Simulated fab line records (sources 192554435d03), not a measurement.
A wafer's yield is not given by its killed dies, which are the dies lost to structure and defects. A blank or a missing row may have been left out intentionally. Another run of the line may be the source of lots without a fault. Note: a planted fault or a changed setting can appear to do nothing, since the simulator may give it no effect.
fab line records ; flow n5Finfet
record: lots: 7; wafers: 21
route steps=1938 shown BEOL_M5@1160 BEOL_M6@1230 BEOL_M8@1332 BEOL_M9@1439 BEOL_M10@1473 BEOL_M11@1575
startH: start of the lot's first displayed wafer, in hours after the record's first day ; waitH: hours since the lot's step before ; " identical to the entry in the row above ; L1.1+2: one row covering several wafers at once ; - no value, or no start was given ; * or withheld: withheld ; < > ~ a bound
route shown NAME@n: NAME is a module with steps in the file, n the number in the route of the first one ; usual: mean and standard deviation over wafers with no fault ; same: alike in all rows ; chamber/n: place in a boat ; sites: readings site by site ; _std_site: standard deviation of those values ; _edge_site: inner sites' mean taken away from outer sites' mean ; radiusMm: for every site, how far away it sits from the centre of the wafer ; mask NAME#n: copy n ; behind: the last tool/chamber to shape the wafer ; hold: the reason the lot was held/the length of the hold in hours/how it ended ; device: whichever transistor did not switch (one of n, p or np) ; end of line: at the end of the route, the tests of the same wafers ; a step with no rows: only its recipe ; killed: not the wafer's yield, but the dies lost to structure and defects at the first sort ; map: a wafer's dies, x killed, . not, _ none there
set.NAME: the setting the step ran with; set.NAME@STEP: the setting that earlier step ran with ; model.NAME: the simulator's own value behind a step, which no gauge read
lots run with intentionally changed settings; tables by step, rows by wafer
== steps ==
step: N5_BEOL_M5_TRENCH_ETCH_37
recipe: chemistry: C4F6/O2; targetDepthA: 716.52; target: SiCOH_lowk; timeS: 24.7; ionEnergyEv: 250; pressureMtorr: 30; sourceW: 345; biasW: 185; Ar_flow_sccm: 300; C4F6_flow_sccm: 10; O2_flow_sccm: 10
usual: rfVppV: 669/14
lot.wafer;tool;chamber;startH;waitH;set.sourceW;rfVppV;model.etch.depthNm;model.BEOL_M5.featureDepthNm
L075.1;rieDiel-06;3;-;-;345;663;72.92;73
L075.3;rieDiel-06;0;-;-;345;659;72.75;72.8
L075.5;rieDiel-06;0;-;-;345;659;72.57;72.6
L081.1;rieDiel-06;1;-;-;384.6;632;73.24;73.2
L081.2;rieDiel-06;3;-;-;345;663;72.55;72.6
L081.5;rieDiel-06;1;-;-;384.6;633;72.06;72
L085.1;rieDiel-01;1;-;-;326.6;706;69.19;69.2
L085.2;rieDiel-01;3;-;-;345;683;70.58;70.6
L085.5;rieDiel-01;1;-;-;345;687;70.4;70.4
L086.2;rieDiel-01;2;-;-;345;659;71.14;71.2
L086.3;rieDiel-01;1;-;-;345;685;69.65;69.6
L086.5;rieDiel-01;3;-;-;345;683;70.37;70.4
L090.1;rieDiel-01;1;-;-;295.3;743;66.19;66.2
L090.3;rieDiel-01;0;-;-;345;674;69.07;69
L090.5;rieDiel-01;0;-;-;295.3;728;64.71;64.8
L093.2;rieDiel-06;2;-;-;345;683;73.2;73.2
L093.4;rieDiel-06;1;-;-;298.8;720;66.91;67
L093.6;rieDiel-06;1;-;-;298.8;720;66.62;66.6
L096.1;rieDiel-01;2;-;-;345;659;70.78;70.8
L096.2;rieDiel-01;3;-;-;345;686;70.81;70.8
L096.3;rieDiel-01;0;-;-;285.7;741;65.07;65
step: N5_BEOL_M5_ETCH_41
recipe: chemistry: CH3F/O2; target: SiCN; targetDepthA: 315; taperDeg: 2; timeS: 56.7; ionEnergyEv: 120; maskMaterial: TiN; pressureMtorr: 30; sourceW: 395; biasW: 75; Ar_flow_sccm: 150; CH3F_flow_sccm: 30; O2_flow_sccm: 20
step: N5_BEOL_M5_STRIP_91
recipe: chemistry: N2/H2; timeS: 10; powerW: 450; tempC: 40; pressureMtorr: 20; rfFrequencyHz: 6e+07; biasPowerW: 7; n2FlowSccm: 200; h2FlowSccm: 200
step: N5_BEOL_M5_OCD_MEAS_38
usual: trenchDepthNm: 71.3/1.9
lot.wafer;tool;chamber;startH;waitH;set.sourceW@BEOL_M5_TRENCH_ETCH_37;trenchDepthNm
L075.1;ocd-01;-;217.96;-;345;72.4
L075.3;ocd-01;-;217.96;-;345;72.8
L075.5;ocd-01;-;217.96;-;345;72.6
L081.1;ocd-02;-;239.53;-;384.6;73.2
L081.2;ocd-02;-;239.53;-;345;72.4
L081.5;ocd-02;-;239.53;-;384.6;72.1
L085.1;ocd-02;-;281.20;-;326.6;69.5
L085.2;ocd-02;-;281.20;-;345;71.1
L085.5;ocd-02;-;281.20;-;345;70.3
L086.2;ocd-02;-;284.50;-;345;70.5
L086.3;ocd-02;-;284.50;-;345;69.5
L086.5;ocd-02;-;284.50;-;345;70.8
L090.1;ocd-01;-;302.78;-;295.3;66.0
L090.3;ocd-01;-;302.78;-;345;69.2
L090.5;ocd-01;-;302.78;-;295.3;64.8
L093.2;ocd-01;-;355.78;-;345;73.6
L093.4;ocd-01;-;355.78;-;298.8;67.2
L093.6;ocd-01;-;355.78;-;298.8;66.5
L096.1;ocd-02;-;360.68;-;345;71.1
L096.2;ocd-02;-;360.68;-;345;71.0
L096.3;ocd-02;-;360.68;-;285.7;64.9
step: N5_BEOL_M5_SPUTTER_48
recipe: material: Cu; targetThkA: 150; tempC: -20; chamberPressurePa: 0.07; powerW: withheld; timeS: 27.62
lot.wafer;tool;chamber;startH;waitH;set.timeS
L075.1+5;pvdSputter-03;-;219.16;0.2;27.62
L075.3;pvdSputter-03;-;219.16;0.2;30.53
L081.1+2;pvdSputter-03;-;241.06;0.1;27.62
L081.5;pvdSputter-03;-;241.06;0.1;30.4
L085.1+5;pvdSputter-01;-;282.74;0.1;26.26
L085.2;pvdSputter-01;-;282.74;0.1;27.62
L086.2+3+5;pvdSputter-02;-;286.73;0.3;27.62
L090.1;pvdSputter-02;-;304.22;0.1;27.62
L090.3+5;pvdSputter-02;-;304.22;0.1;30.12
L093.2+6;pvdSputter-02;-;358.00;0.3;27.62
L093.4;pvdSputter-02;-;358.00;0.3;30.12
L096.1+3;pvdSputter-03;-;362.02;0.1;28.82
L096.2;pvdSputter-03;-;362.02;0.1;27.62
step: N5_BEOL_M5_ANNEAL_49
recipe: tempC: 400; timeS: 1800; ambient: vacuum
step: N5_BEOL_M5_SPUTTER_81
recipe: material: Cu; targetThkA: 150; tempC: -20; chamberPressurePa: 0.07; powerW: withheld; timeS: 27.62
step: N5_BEOL_M5_ECD_50
recipe: material: Cu; targetThkA: 3000
step: N5_BEOL_M5_ANNEAL_51
recipe: tempC: 225; timeS: 90; ambient: N2
step: N5_BEOL_M5_CMP_52
recipe: stopOn: SiCOH_lowk; tOverpolishS: 6.9; downForcePsi: 1; platenRpm: 50; clearingPlatenDownForcePsi: 1.5; clearingPlatenRpm: 50; postCmpClean: cuAlkaline; targetThkNm: 62; clearingPlatenPadVelocityMS: 0.99484; padVelocityMS: 0.99484
lot.wafer;tool;chamber;startH;waitH;set.sourceW@BEOL_M5_TRENCH_ETCH_37;model.Cu_of_BEOL_M5_ECD_50.thkNm
L075.1;cmp-03;2;224.01;0.3;345;63.6
L075.3;cmp-03;0;224.01;0.3;345;-
L075.5;cmp-03;2;224.01;0.3;345;63.4
L081.1;cmp-03;2;246.11;0.3;384.6;63.8
L081.2;cmp-03;0;246.11;0.3;345;59
L081.5;cmp-03;2;246.11;0.3;384.6;-
L085.2;cmp-03;0;287.62;0.2;345;56.8
L085.1;cmp-03;2;287.62;0.2;326.6;-
L085.5;cmp-03;3;287.62;0.2;345;-
L086.3;cmp-03;1;294.97;0.2;345;59
L086.2;cmp-03;2;294.97;0.2;345;62.8
L086.5;cmp-03;2;294.97;0.2;345;61.8
L090.3;cmp-01;0;309.77;0.2;345;-
L090.1;cmp-01;1;309.77;0.2;295.3;55
L090.5;cmp-01;0;309.77;0.2;295.3;-
L093.4;cmp-03;1;363.09;0.2;298.8;-
L093.2;cmp-03;2;363.09;0.2;345;64.8
L093.6;cmp-03;0;363.09;0.2;298.8;55.2
L096.1;cmp-01;2;366.87;0.3;345;-
L096.2;cmp-01;0;366.87;0.3;345;61
L096.3;cmp-01;1;366.87;0.3;285.7;-
step: N5_BEOL_M6_DESCUM_33
recipe: chemistry: O2; timeS: 7; sourcePowerW: 50; biasPowerW: 20; pressureMtorr: 20; rfFrequencyHz: 2.712e+07; tempC: 40; resist: CAR-EUV; o2FlowSccm: 225
lot.wafer;tool;chamber;startH;waitH;set.timeS;model.CAR-EUV_of_BEOL_M6_COAT_22.thkNm
L075.1+3+5;rieDiel-04;1,0,1;227.88;0.4;7;26
L081.1+2;rieDiel-03;0,3;252.08;0.0;7;26.2
L081.5;rieDiel-03;2;252.08;0.0;6.028;26.6
L085.1+2+5;rieDiel-04;2,1,2;295.06;0.1;7;26
L086.2;rieDiel-04;0;302.33;0.0;7;26
L086.3+5;rieDiel-04;1,3;302.33;0.0;7;26.2
L090.1;rieDiel-02;1;313.24;0.0;7;26
L090.3+5;rieDiel-02;2,1;313.24;0.0;7.888;25.6
L093.2+4+6;rieDiel-03;3,2,3;368.81;0.1;7;26.2
L096.1;rieDiel-03;1;370.22;0.0;6.298;26.6
L096.2;rieDiel-03;0;370.22;0.0;6.298;26.4
L096.3;rieDiel-03;3;370.22;0.0;7;26
step: N5_BEOL_M6_ETCH_66
recipe: chemistry: N2/H2; target: SOC; targetDepthA: 800; overetchA: 160; maskMaterial: SiARC; tempC: 40; timeS: 120; ionEnergyEv: 200; pressureMtorr: 30; sourceW: 840; biasW: 150; n2FlowSccm: 200; h2FlowSccm: 200
usual: rfVppV: 522.4/2.5
lot.wafer;tool;chamber;startH;waitH;set.biasW;rfVppV
L075.1;rieDiel-04;1;227.96;0.0;176.7;577.9
L075.3;rieDiel-04;0;227.96;0.0;176.7;576.1
L075.5;rieDiel-04;1;227.96;0.0;150;519.4
L081.1;rieDiel-03;0;252.16;0.0;150;523.3
L081.2;rieDiel-03;3;252.16;0.0;150;522.2
L081.5;rieDiel-03;2;252.16;0.0;150;522.8
L085.1;rieDiel-04;2;295.14;0.0;150;521.8
L085.2;rieDiel-04;1;295.14;0.0;158.1;539.1
L085.5;rieDiel-04;2;295.14;0.0;150;524.9
L086.2;rieDiel-04;0;302.41;0.0;150;529.7
L086.3;rieDiel-04;1;302.41;0.0;150;519.0
L086.5;rieDiel-04;3;302.41;0.0;150;521.8
L090.1;rieDiel-02;1;313.32;0.0;171.5;575.3
L090.3;rieDiel-02;2;313.32;0.0;150;519.5
L090.5;rieDiel-02;1;313.32;0.0;150;528.9
L093.2;rieDiel-03;3;368.89;0.0;150;521.9
L093.4;rieDiel-03;2;368.89;0.0;150;519.4
L093.6;rieDiel-03;3;368.89;0.0;150;522.9
L096.1;rieDiel-03;1;370.30;0.0;135.2;486.1
L096.2;rieDiel-03;0;370.30;0.0;135.2;489.8
L096.3;rieDiel-03;3;370.30;0.0;150;523.9
step: N5_BEOL_M8_ILD_DEP_00
recipe: material: SiCOH_lowk; targetThkA: 1797.5; tempC: 300; precursor: DEMS/porogen; pressureTorr: 5; rfW: 500; timeS: 33.4
lot.wafer;tool;chamber;startH;waitH;set.timeS;model.SiCOH_lowk_of_BEOL_M8_ILD_DEP_00.thkNm
L075.1;pecvd-03;0;240.19;0.0;33.4;177
L075.3;pecvd-03;0;240.19;0.0;33.4;179.2
L075.5;pecvd-03;1;240.19;0.0;33.4;179.4
L081.1;pecvd-01;2;267.14;0.0;33.4;181.6
L081.2;pecvd-01;1;267.14;0.0;31.09;171.6
L081.5;pecvd-01;0;267.14;0.0;33.4;182.2
L085.1;pecvd-04;0;305.89;0.0;33.4;179.4
L085.2;pecvd-04;1;305.89;0.0;34.99;183.8
L085.5;pecvd-04;0;305.89;0.0;33.4;180
L086.2;pecvd-04;1;314.64;0.0;33.4;176
L086.3;pecvd-04;1;314.64;0.0;33.4;179.2
L086.5;pecvd-04;0;314.64;0.0;33.4;181.4
L090.1;pecvd-03;1;324.01;0.0;33.4;175.6
L090.3;pecvd-03;2;324.01;0.0;33.4;181
L090.5;pecvd-03;2;324.01;0.0;33.4;184
L093.2;pecvd-04;1;376.79;0.0;33.4;179
L093.4;pecvd-04;2;376.79;0.0;35.49;190
L093.6;pecvd-04;0;376.79;0.0;35.49;190.4
L096.1;pecvd-01;0;382.34;0.0;33.4;183.6
L096.2;pecvd-01;2;382.34;0.0;31.03;167.4
L096.3;pecvd-01;1;382.34;0.0;33.4;182.2
step: N5_BEOL_M8_CURE_74
recipe: tempC: 385; timeS: 240; ambient: He/Ar; material: SiCOH_lowk
lot.wafer;tool;chamber;startH;waitH;set.timeS@BEOL_M8_ILD_DEP_00;model.SiCOH_lowk_of_BEOL_M8_ILD_DEP_00.thkNm
L075.1;uvCure-02;1;240.28;0.1;33.4;152.6
L075.3;uvCure-02;1;240.28;0.1;33.4;154.4
L075.5;uvCure-02;1;240.28;0.1;33.4;154.6
L081.1;uvCure-01;1;267.21;0.0;33.4;156.6
L081.2;uvCure-01;1;267.21;0.0;31.09;148
L081.5;uvCure-01;1;267.21;0.0;33.4;157.2
L085.1;uvCure-02;2;305.96;0.0;33.4;154.6
L085.2;uvCure-02;2;305.96;0.0;34.99;158.4
L085.5;uvCure-02;2;305.96;0.0;33.4;155.2
L086.2;uvCure-03;1;314.81;0.1;33.4;151.8
L086.3;uvCure-03;1;314.81;0.1;33.4;154.6
L086.5;uvCure-03;1;314.81;0.1;33.4;156.6
L090.1;uvCure-01;1;324.07;0.0;33.4;151.4
L090.3;uvCure-01;1;324.07;0.0;33.4;156
L090.5;uvCure-01;1;324.07;0.0;33.4;158.8
L093.2;uvCure-02;1;376.94;0.1;33.4;154.4
L093.4;uvCure-02;1;376.94;0.1;35.49;164
L093.6;uvCure-02;1;376.94;0.1;35.49;164.4
L096.1;uvCure-01;0;382.41;0.0;33.4;158.4
L096.2;uvCure-01;0;382.41;0.0;31.03;144.4
L096.3;uvCure-01;0;382.41;0.0;33.4;157
step: N5_BEOL_M8_THK_MEAS_01
recipe: reads: SiCOH_lowk_of_BEOL_M8_ILD_DEP_00
usual: M8_ILD_THK: 155.7/2.4
lot.wafer;tool;chamber;startH;waitH;set.timeS@BEOL_M8_ILD_DEP_00;M8_ILD_THK[nm]
L075.1;filmMetro-02;-;240.79;0.4;33.4;152.6
L075.3;filmMetro-02;-;240.79;0.4;33.4;154.7
L075.5;filmMetro-02;-;240.79;0.4;33.4;154.5
L081.1;filmMetro-01;-;267.72;0.4;33.4;156.5
L081.2;filmMetro-01;-;267.72;0.4;31.09;147.9
L081.5;filmMetro-01;-;267.72;0.4;33.4;157.1
L085.1;filmMetro-02;-;306.47;0.4;33.4;154.8
L085.2;filmMetro-02;-;306.47;0.4;34.99;158.3
L085.5;filmMetro-02;-;306.47;0.4;33.4;155.2
L086.2;filmMetro-02;-;315.24;0.4;33.4;151.7
L086.3;filmMetro-02;-;315.24;0.4;33.4;154.5
L086.5;filmMetro-02;-;315.24;0.4;33.4;156.6
L090.1;filmMetro-01;-;324.59;0.4;33.4;151.4
L090.3;filmMetro-01;-;324.59;0.4;33.4;156.0
L090.5;filmMetro-01;-;324.59;0.4;33.4;158.8
L093.2;filmMetro-01;-;377.37;0.4;33.4;154.3
L093.4;filmMetro-01;-;377.37;0.4;35.49;164.1
L093.6;filmMetro-01;-;377.37;0.4;35.49;164.3
L096.1;filmMetro-02;-;383.40;0.8;33.4;158.4
L096.2;filmMetro-02;-;383.40;0.8;31.03;144.2
L096.3;filmMetro-02;-;383.40;0.8;33.4;157.0
step: N5_BEOL_M8_COAT_05
recipe: resist: CAR-ArF; spinRpm: 1500; resistThkNm: 90
lot.wafer;tool;chamber;startH;waitH;set.spinRpm;model.CAR-ArF_of_BEOL_M8_COAT_05.thkNm
L075.1;lithoTrack-05;0;-;-;1652;85.8
L075.3;lithoTrack-05;0;-;-;1652;86
L075.5;lithoTrack-05;0;-;-;1500;90.6
L081.1+5;lithoTrack-05;0;-;-;1500;90.4
L081.2;lithoTrack-05;0;-;-;1563;88.8
L085.1;lithoTrack-03;0;-;-;1500;90.6
L085.2+5;lithoTrack-03;0;-;-;1500;90.4
L086.2+3;lithoTrack-05;0;-;-;1500;90
L086.5;lithoTrack-05;0;-;-;1500;90.4
L090.1;lithoTrack-01;0;-;-;1500;90.2
L090.3;lithoTrack-01;0;-;-;1500;90.4
L090.5;lithoTrack-01;0;-;-;1500;89.6
L093.2;lithoTrack-05;0;-;-;1500;89.6
L093.4+6;lithoTrack-05;0;-;-;1500;89.8
L096.1;lithoTrack-01;0;-;-;1440;92
L096.2+3;lithoTrack-01;0;-;-;1500;90
step: N5_BEOL_M8_EBR_07
recipe: solvent: PGMEA; ebrWidthMm: 1.5
step: N5_BEOL_M8_SOFTBAKE_06
recipe: tempC: 110; timeS: 60; resist: CAR-ArF
step: N5_BEOL_M8_EXPOSE_08
recipe: maskId: M8; na: 1.35; sourceShape: dipole; sigmaInner: 0.817; sigmaOuter: 0.97; polarization: te; doseMj: 68.25
step: N5_BEOL_M8_PEB_09
recipe: pebTempC: withheld; pebTimeS: 60; resist: CAR-ArF
step: N5_BEOL_M8_DEVELOP_10
recipe: developTimeS: 30; developer: TMAH; resist: CAR-ArF; rinseLiquid: diw; dry: airSpin; devTempC: 23
lot.wafer;tool;chamber;startH;waitH;set.spinRpm@BEOL_M8_COAT_05;model.CAR-ArF_of_BEOL_M8_COAT_05.thkNm
L075.1+3;lithoTrack-01;0;-;-;1652;84.2
L075.5;lithoTrack-01;0;-;-;1500;88.8
L081.1;lithoTrack-03;0;-;-;1500;88.8
L081.2;lithoTrack-03;0;-;-;1563;87
L081.5;lithoTrack-03;0;-;-;1500;88.6
L085.1+2+5;lithoTrack-03;0;-;-;1500;88.8
L086.2+3;lithoTrack-05;0;-;-;1500;88.4
L086.5;lithoTrack-05;0;-;-;1500;88.6
L090.1;lithoTrack-03;0;-;-;1500;88.4
L090.3;lithoTrack-03;0;-;-;1500;88.6
L090.5;lithoTrack-03;0;-;-;1500;87.8
L093.2;lithoTrack-01;0;-;-;1500;88
L093.4+6;lithoTrack-01;0;-;-;1500;88.2
L096.1;lithoTrack-01;0;-;-;1440;90.2
L096.2+3;lithoTrack-01;0;-;-;1500;88.4
step: N5_BEOL_M8_TRENCH_ETCH_37
recipe: chemistry: C4F6/O2; targetDepthA: 934.78; target: SiCOH_lowk; timeS: 31.2; ionEnergyEv: 250; pressureMtorr: 30; sourceW: 345; biasW: 185; Ar_flow_sccm: 300; C4F6_flow_sccm: 10; O2_flow_sccm: 10
usual: rfVppV: 665/13
lot.wafer;tool;chamber;startH;waitH;set.biasW;rfVppV
L075.1;rieDiel-03;0;-;-;185;663
L075.3;rieDiel-03;2;-;-;185;651
L075.5;rieDiel-03;3;-;-;185;685
L081.1;rieDiel-04;0;-;-;175.3;633
L081.2;rieDiel-04;3;-;-;185;647
L081.5;rieDiel-04;0;-;-;185;663
L085.1;rieDiel-02;1;-;-;163.6;630
L085.2;rieDiel-02;2;-;-;163.6;611
L085.5;rieDiel-02;2;-;-;185;673
L086.2;rieDiel-03;2;-;-;185;650
L086.3;rieDiel-03;1;-;-;185;666
L086.5;rieDiel-03;0;-;-;185;660
L090.1;rieDiel-03;0;-;-;173.8;629
L090.3;rieDiel-03;2;-;-;185;652
L090.5;rieDiel-03;1;-;-;173.8;632
L093.2;rieDiel-04;3;-;-;185;648
L093.4;rieDiel-04;3;-;-;185;648
L093.6;rieDiel-04;2;-;-;185;670
L096.1;rieDiel-03;1;-;-;185;665
L096.2;rieDiel-03;3;-;-;153.5;591
L096.3;rieDiel-03;2;-;-;185;652
step: N5_BEOL_M9_ETCH_65
recipe: chemistry: CF4; target: SiARC; targetDepthA: 156; maskMaterial: CAR-EUV; timeS: 26; ionEnergyEv: 80; pressureMtorr: 40; sourceW: 545; biasW: 36; Ar_flow_sccm: 100; cf4FlowSccm: 100; ends: cleared
usual: rfVppV: 183.8/1.3
lot.wafer;tool;chamber;startH;waitH;set.biasW;rfVppV
L075.1;rieDiel-06;2;252.25;0.0;36;183.6
L075.3;rieDiel-06;1;252.25;0.0;36;184.3
L075.5;rieDiel-06;3;252.25;0.0;36;182.2
L081.1;rieDiel-05;1;279.78;0.0;38.18;190.9
L081.2;rieDiel-05;3;279.78;0.0;38.18;190.0
L081.5;rieDiel-05;0;279.78;0.0;36;185.9
L085.1;rieDiel-06;0;321.45;0.0;36;185.5
L085.2;rieDiel-06;3;321.45;0.0;36;183.4
L085.5;rieDiel-06;0;321.45;0.0;39.15;193.7
L086.2;rieDiel-01;0;326.31;0.0;36;184.4
L086.3;rieDiel-01;2;326.31;0.0;36;182.6
L086.5;rieDiel-01;3;326.31;0.0;36;185.1
L090.1;rieDiel-05;2;339.11;0.0;36;183.8
L090.3;rieDiel-05;1;339.11;0.0;36;182.7
L090.5;rieDiel-05;0;339.11;0.0;36;184.9
L093.2;rieDiel-06;0;390.12;0.0;36;183.9
L093.4;rieDiel-06;3;390.12;0.0;36;181.6
L093.6;rieDiel-06;3;390.12;0.0;36;181.5
L096.1;rieDiel-05;0;396.52;0.0;36;185.4
L096.2;rieDiel-05;2;396.52;0.0;36;183.1
L096.3;rieDiel-05;3;396.52;0.0;36;183.1
step: N5_BEOL_M10_PECVD_70
recipe: material: SiO2; targetThkA: 200; tempC: 400; precursor: TEOS/O2; pressureTorr: 5.5; rfW: 450; teosFlowSccm: 53.8; gas: O2; flowSccm: 3000; timeS: 22.7
lot.wafer;tool;chamber;startH;waitH;set.timeS;model.SiO2_of_BEOL_M10_PECVD_70.thkNm
L075.1;pecvd-02;1;255.78;0.0;22.7;20.4
L075.3;pecvd-02;2;255.78;0.0;22.7;19.4
L075.5;pecvd-02;1;255.78;0.0;22.7;20.6
L081.1;pecvd-04;2;283.11;0.0;22.7;20.2
L081.2;pecvd-04;1;283.11;0.0;22.7;20
L081.5;pecvd-04;2;283.11;0.0;20.6;18.6
L085.1;pecvd-03;0;325.84;0.0;22.7;20.4
L085.2;pecvd-03;2;325.84;0.0;22.7;20
L085.5;pecvd-03;2;325.84;0.0;24.53;21.8
L086.2;pecvd-03;2;330.09;0.0;22.7;20
L086.3+5;pecvd-03;1;330.09;0.0;22.7;20.4
L090.1;pecvd-04;2;344.50;0.0;22.7;20
L090.3;pecvd-04;1;344.50;0.0;22.7;20.2
L090.5;pecvd-04;0;344.50;0.0;20.23;18.4
L093.2;pecvd-03;2;394.51;0.0;22.7;19.4
L093.4;pecvd-03;1;394.51;0.0;22.7;20.2
L093.6;pecvd-03;2;394.51;0.0;22.7;20
L096.1;pecvd-02;0;401.34;0.0;22.7;19.8
L096.2;pecvd-02;2;401.34;0.0;21.47;18.2
L096.3;pecvd-02;1;401.34;0.0;21.47;19.4
step: N5_BEOL_M11_VIA_ETCH_34
recipe: chemistry: C4F6/O2; target: SiCOH_lowk; targetDepthA: 1845; maskMaterial: SOC; taperDeg: 4; timeS: 69.2; ionEnergyEv: 250; pressureMtorr: 30; sourceW: 345; biasW: 185; Ar_flow_sccm: 300; C4F6_flow_sccm: 10; O2_flow_sccm: 10
lot.wafer;tool;chamber;startH;waitH;set.timeS;model.etch.depthNm;model.SOC_of_BEOL_M11_COAT_63.thkNm
L075.1;rieDiel-06;1;272.77;0.0;63.19;164.5;93.2
L075.3;rieDiel-06;0;272.77;0.0;69.2;185.7;92.6
L075.5;rieDiel-06;3;272.77;0.0;69.2;187.1;92.4
L081.1;rieDiel-05;1;297.21;0.0;69.2;177.9;92.2
L081.2;rieDiel-05;3;297.21;0.0;60.01;150.2;93.4
L081.5;rieDiel-05;0;297.21;0.0;69.2;193.9;92
L085.1;rieDiel-01;1;338.76;0.0;69.2;180.8;92.2
L085.2;rieDiel-01;0;338.76;0.0;69.2;176.3;92.4
L085.5;rieDiel-01;2;338.76;0.0;69.2;183.3;92
L086.2;rieDiel-01;2;342.85;0.0;69.2;182;91.4
L086.3;rieDiel-01;1;342.85;0.0;69.2;179.7;92
L086.5;rieDiel-01;0;342.85;0.0;69.2;179.3;92.2
L090.1;rieDiel-01;0;356.01;0.0;69.2;179;92.6
L090.3;rieDiel-01;3;356.01;0.0;55.71;146.2;93.6
L090.5;rieDiel-01;2;356.01;0.0;55.71;146.9;93.8
L093.2;rieDiel-01;2;411.40;0.0;69.2;182.8;92
L093.4;rieDiel-01;0;411.40;0.0;60.67;158.3;93.2
L093.6;rieDiel-01;3;411.40;0.0;69.2;182.1;92
L096.1;rieDiel-05;0;417.84;0.0;69.2;191.7;91.8
L096.2;rieDiel-05;2;417.84;0.0;83.57;226.4;89.6
L096.3;rieDiel-05;1;417.84;0.0;83.57;219;90.4
== key ==
split: step: N5_BEOL_M5_TRENCH_ETCH_37; setting: sourceW; stated: 345; by: wafer
response: step: N5_BEOL_M5_TRENCH_ETCH_37; reading: rfVppV; change: -3.59; per: 1%; r: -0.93
response: step: N5_BEOL_M5_TRENCH_ETCH_37; reading: model.etch.depthNm; change: +0.291; per: 1%; r: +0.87
response: step: N5_BEOL_M5_TRENCH_ETCH_37; reading: model.BEOL_M5.featureDepthNm; change: +0.288; per: 1%; r: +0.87
response: step: N5_BEOL_M5_OCD_MEAS_38; reading: trenchDepthNm; change: +0.309; per: 1%; r: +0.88
response: step: N5_BEOL_M5_CMP_52; reading: model.Cu_of_BEOL_M5_ECD_50.thkNm; change: +0.59; per: 1%; r: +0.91
split: step: N5_BEOL_M5_SPUTTER_48; setting: timeS; stated: 27.62; by: wafer
response none clear
split: step: N5_BEOL_M6_DESCUM_33; setting: timeS; stated: 7; by: wafer
response: step: N5_BEOL_M6_DESCUM_33; reading: model.CAR-EUV_of_BEOL_M6_COAT_22.thkNm; change: -0.0344; per: 1%; r: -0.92
split: step: N5_BEOL_M6_ETCH_66; setting: biasW; stated: 150; by: wafer
response: step: N5_BEOL_M6_ETCH_66; reading: rfVppV; change: +3.39; per: 1%; r: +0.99
split: step: N5_BEOL_M8_ILD_DEP_00; setting: timeS; stated: 33.4; by: wafer
response: step: N5_BEOL_M8_ILD_DEP_00; reading: model.SiCOH_lowk_of_BEOL_M8_ILD_DEP_00.thkNm; change: +1.69; per: 1%; r: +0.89
response: step: N5_BEOL_M8_CURE_74; reading: model.SiCOH_lowk_of_BEOL_M8_ILD_DEP_00.thkNm; change: +1.46; per: 1%; r: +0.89
response: step: N5_BEOL_M8_THK_MEAS_01; reading: M8_ILD_THK; change: +1.47; per: 1%; r: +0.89
split: step: N5_BEOL_M8_COAT_05; setting: spinRpm; stated: 1500; by: wafer
response: step: N5_BEOL_M8_COAT_05; reading: model.CAR-ArF_of_BEOL_M8_COAT_05.thkNm; change: -0.457; per: 1%; r: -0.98
response: step: N5_BEOL_M8_DEVELOP_10; reading: model.CAR-ArF_of_BEOL_M8_COAT_05.thkNm; change: -0.447; per: 1%; r: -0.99
split: step: N5_BEOL_M8_TRENCH_ETCH_37; setting: biasW; stated: 185; by: wafer
response: step: N5_BEOL_M8_TRENCH_ETCH_37; reading: rfVppV; change: +4.14; per: 1%; r: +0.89
split: step: N5_BEOL_M9_ETCH_65; setting: biasW; stated: 36; by: wafer
response: step: N5_BEOL_M9_ETCH_65; reading: rfVppV; change: +0.96; per: 1%; r: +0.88
split: step: N5_BEOL_M10_PECVD_70; setting: timeS; stated: 22.7; by: wafer
response: step: N5_BEOL_M10_PECVD_70; reading: model.SiO2_of_BEOL_M10_PECVD_70.thkNm; change: +0.17; per: 1%; r: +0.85
split: step: N5_BEOL_M11_VIA_ETCH_34; setting: timeS; stated: 69.2; by: wafer
response: step: N5_BEOL_M11_VIA_ETCH_34; reading: model.etch.depthNm; change: +1.84; per: 1%; r: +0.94
response: step: N5_BEOL_M11_VIA_ETCH_34; reading: model.SOC_of_BEOL_M11_COAT_63.thkNm; change: -0.0798; per: 1%; r: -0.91
